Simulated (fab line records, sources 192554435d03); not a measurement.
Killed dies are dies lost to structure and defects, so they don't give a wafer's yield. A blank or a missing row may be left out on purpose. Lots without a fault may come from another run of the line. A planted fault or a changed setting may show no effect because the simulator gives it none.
Chamber matching | flow n5_finfet | N5_BEOL_M5_PRE_CLEAN_77 on cvd_co-02: 3 sister chambers
The step time 15 s. 3 wafers are shown with their chamber, then 7 later ones without.

WAFERS WITH THEIR CHAMBER
wafer  | chamber | heater_power_w (W)
L985.6 | 1       | 98
L997.1 | 2       | 58
L997.4 | 0       | 90

WAFERS WITHOUT THEIR CHAMBER
wafer  | heater_power_w (W)
L997.5 | 58
L103.1 | 99
L103.2 | 57
L103.3 | 90
L104.2 | 57
L104.4 | 88
L104.6 | 57

WHICH CHAMBER EACH WENT THROUGH
wafer  | from the rows above | in truth
L997.5 | 2                   | 2
L103.1 | 1                   | 1
L103.2 | 2                   | 2
L103.3 | 0                   | 0
L104.2 | 2                   | 2
L104.4 | 0                   | 0
L104.6 | 2                   | 2
Placed correctly: 7 of 7. Can't be placed from these rows: 0. Placed wrongly: 0.
How it was worked out, from the rows above alone: a wafer's distance from a chamber is the root of the sum, over the readings, of the square of ((its reading less the chamber's mean) divided by the reading's scatter). The wafer belongs to the nearest chamber; if the next one is less than 2 further off, it can't be placed. A chamber's mean is the mean of its shown wafers. The scatter: with one shown wafer a chamber, the root of the mean of the squares of how far each hidden wafer lies from its nearest shown one.
